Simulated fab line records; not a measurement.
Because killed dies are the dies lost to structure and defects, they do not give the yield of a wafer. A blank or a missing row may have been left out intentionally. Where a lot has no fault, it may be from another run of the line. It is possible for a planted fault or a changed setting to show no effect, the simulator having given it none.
2 desks looking at one fault :: flow n5_finfet :: numbers are kept per desk, each desk with only its own; the story behind them comes last

== THE TOOL OWNER'S DESK: litho_track-03 ==
The tool's own readings at N5_BEOL_M0_CUTY_COAT_51 (resist thk 150 nm): means of the sampled wafers that have a number, for each lot that ran on this tool. A lot is out of limits, marked OUT, if its mean lies more than 4 standard deviations from the usual mean; the brackets give that distance.
Columns: A = spin_speed_rpm at N5_BEOL_M0_CUTY_COAT_51, usual 1500.1 rpm
lot: L771
first seen here: day 5 23:00
A: 1500.8

lot: L775
first seen here: day 6 19:46
A: 1500.2

lot: L779
first seen here: day 7 12:58
A: 1499.5

lot: L791
first seen here: day 11 02:40
A: 1499.9

lot: L787
first seen here: day 11 04:46
A: 1283.6 (-99 or more) OUT

lot: L784
first seen here: day 11 05:11
A: 1282.9 (-99 or more) OUT
This desk's verdict: out of limits on L784, L787, starting with L787 at day 11 04:46 (spin_speed_rpm at N5_BEOL_M0_CUTY_COAT_51). L771, L775, L779, L791: within limits.

== FROM THE METROLOGY DESK ==
Means of the sampled wafers that have a number, per lot and without regard to the tool the lot ran on: this is what the gauges read. A lot is out of limits, marked OUT, if its mean lies more than 4 standard deviations from the usual mean; the brackets give that distance. Only the readings that lie furthest out on some lot appear, 7 of the 11 it has.
Columns: A = DIBL_P at N5_BEOL_M4_RC_MEAS_101, usual 36.0 mV/V; B = IOFF_P at N5_BEOL_M4_RC_MEAS_101, usual 0.21 nA/um; C = ION_N at N5_BEOL_M4_RC_MEAS_101, usual 675 uA/um; D = ION_P at N5_BEOL_M4_RC_MEAS_101, usual 464 uA/um; E = SS_P at N5_BEOL_M4_RC_MEAS_101, usual 73.3 mV/dec; F = VT_N at N5_BEOL_M4_RC_MEAS_101, usual 250 mV; G = VT_P at N5_BEOL_M4_RC_MEAS_101, usual -250 mV
lot: L771
first seen here: day 5 20:53
A: 38.7
B: 0.28
C: 692
D: 475
E: 74.2
F: 246
G: -245

lot: L775
first seen here: day 6 18:19
A: 35.1
B: 0.19
C: 662
D: 455
E: 72.9
F: 253
G: -253

lot: L779
first seen here: day 7 11:15
A: 33.6
B: 0.19
C: 668
D: 463
E: 72.3
F: 255
G: -250

lot: L780
first seen here: day 7 20:55
A: 35.5
B: 0.18
C: 656
D: 449
E: 72.9
F: 253
G: -253

lot: L792
first seen here: day 11 00:19
A: 36.1
B: 0.21
C: 669
D: 459
E: 73.5
F: 250
G: -249

lot: L791
first seen here: day 11 01:17
A: 37.7
B: 0.19
C: 686
D: 462
E: 73.2
F: 247
G: -254

lot: L786
first seen here: day 11 03:20
A: 34.9
B: 0.17
C: 670
D: 458
E: 72.9
F: 254
G: -254

lot: L787
first seen here: day 11 03:32
A: 37.3
B: 0.23
C: 692
D: 477
E: 73.7
F: 248
G: -249

lot: L784
first seen here: day 11 04:04
A: 36.9
B: 0.22
C: 674
D: 466
E: 73.9
F: 252
G: -250

lot: L783
first seen here: day 11 04:32
A: 35.5
B: 0.23
C: 682
D: 469
E: 73.0
F: 247
G: -247
This desk found nothing out of limits on any of the 10 lots.

== ALL TOGETHER ==
The tool owner's desk could have raised an alarm at day 11 04:46, on L784, L787.
From the metrology desk's view, nothing was out of limits.
The metrology desk has L784, L787 on record, within its limits.
On litho_track-03, each named lot ran N5_BEOL_M0_CUTY_COAT_51.

== WHAT THE SIMULATOR PUT IN ==
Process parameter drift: litho_track-03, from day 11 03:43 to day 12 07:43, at N5_BEOL_M0_CUTY_COAT_51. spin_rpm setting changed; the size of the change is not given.
Lots struck among those shown: L784, L787.
Each desk's first reading out of limits, in hours after the fault started: the tool owner's desk, 1.
